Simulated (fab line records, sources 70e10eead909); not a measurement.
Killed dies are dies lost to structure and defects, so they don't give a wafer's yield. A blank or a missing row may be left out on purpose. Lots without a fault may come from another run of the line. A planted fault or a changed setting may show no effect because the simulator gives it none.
A struck lot beside a sound one | flow nand_harc | 14 steps out of a route of 1159
Sound: wafers L171.4, L171.5, L171.6. Struck: wafers L167.3, L167.5, L167.6. The cause comes at the end.
At each step with rows: each side's tool, then ch and its chambers, then its first start. Under that, the readings that differ: sound wafers | struck wafers | difference of the means | sigmas: that difference in standard deviations of wafers without a fault.
alike: readings whose means differ by less than 2 such deviations, and words and numbers that are the same on both sides. not compared: withheld readings, readings that some wafer has no value for, bounds like >300 that may hide the same value, and numbers for which the record gives no deviation and whose values overlap.
The two part at a step that has a row with sigmas, a row that says differs or no value, or rows on one side only. Numbers that don't overlap but have no deviation are shown without sigmas and don't part them. A reading that every wafer of one side lacks parts them only if that side has two wafers or more.

NHARC_P_ZERO_WELL_CD_MEAS_11: target cd 500 nm.
  sound on cd_sem-01 ch 0, day 6 07:15; struck on cd_sem-01 ch 0, day 5 07:15
  alike: cd_nm
then, 1 step without rows for these wafers: NHARC_P_ZERO_WELL_HARDBAKE_12 (time 65 s).
NHARC_P_ZERO_WELL_DESCUM_13: chemistry O2, time 3 s.
  sound on rie_diel-12 ch 0,2, day 6 07:27; struck on rie_diel-07 ch 0,1, day 5 07:25
  alike: drypump_motor_current_A, oes_product_au, rf_vpp_V, showerhead_plenum_p_Torr, throttle_valve_pct
  not compared: rf_hours_counter_h
NHARC_P_ZERO_WELL_ETCH_65: etches the open film in N2/H2, target depth 80 nm, overetch 24 nm, time 87.88 s.
  sound on rie_diel-12 ch 0,2, day 6 07:34; struck on rie_diel-07 ch 0,3, day 5 07:30
  alike: drypump_motor_current_A, oes_product_au, rf_vpp_V, showerhead_plenum_p_Torr, throttle_valve_pct
  not compared: rf_hours_counter_h
NHARC_P_ZERO_WELL_ETCH_62: etches the open film in CHF3/Ar, target depth 13 nm, time 6.5 s.
  sound on rie_diel-12 ch 0,2; struck on rie_diel-07 ch 1,2
  alike: drypump_motor_current_A, oes_product_au, rf_vpp_V, showerhead_plenum_p_Torr, throttle_valve_pct
  not compared: rf_hours_counter_h
NHARC_P_ZERO_WELL_ETCH_63: etches the open film in HBr/Cl2, target depth 120 nm, time 40.1 s.
  sound on rie_si-04 ch 1,2,3, day 6 07:49; struck on rie_si-02 ch 1,2,3, day 5 07:42
  alike: drypump_motor_current_A, oes_product_au, throttle_valve_pct
  not compared: rf_hours_counter_h
then, 6 steps without rows for these wafers: NHARC_P_ZERO_WELL_STRIP_15 (strips in SPM, time 900 s); NHARC_P_ZERO_WELL_DEHYDRATE_16 (time 120 s); NHARC_P_ZERO_WELL_HMDS_17 (time 30 s); NHARC_P_ZERO_WELL_COAT_18; NHARC_P_ZERO_WELL_SOFTBAKE_19 (time 95 s); NHARC_P_ZERO_WELL_EBR_20.
NHARC_P_ZERO_WELL_EXPOSE_21: exposes mask P NWELL, target cd 720 nm.
  sound on krf_scanner-02 ch 0, day 6 08:34; struck on krf_scanner-02, day 5 08:27
  no value came back on the struck wafers for exposure_dose_mJ_cm2, focus_offset_nm (nm); on the sound wafers exposure_dose_mJ_cm2 reads 22.339 22.315 22.313
  alike: mask
then, 1 step without rows for these wafers: NHARC_P_ZERO_WELL_PEB_22 (peb time 85 s).

WHERE THEY PART
Only at NHARC_P_ZERO_WELL_EXPOSE_21, within this record.

WHY: what the simulator had put in
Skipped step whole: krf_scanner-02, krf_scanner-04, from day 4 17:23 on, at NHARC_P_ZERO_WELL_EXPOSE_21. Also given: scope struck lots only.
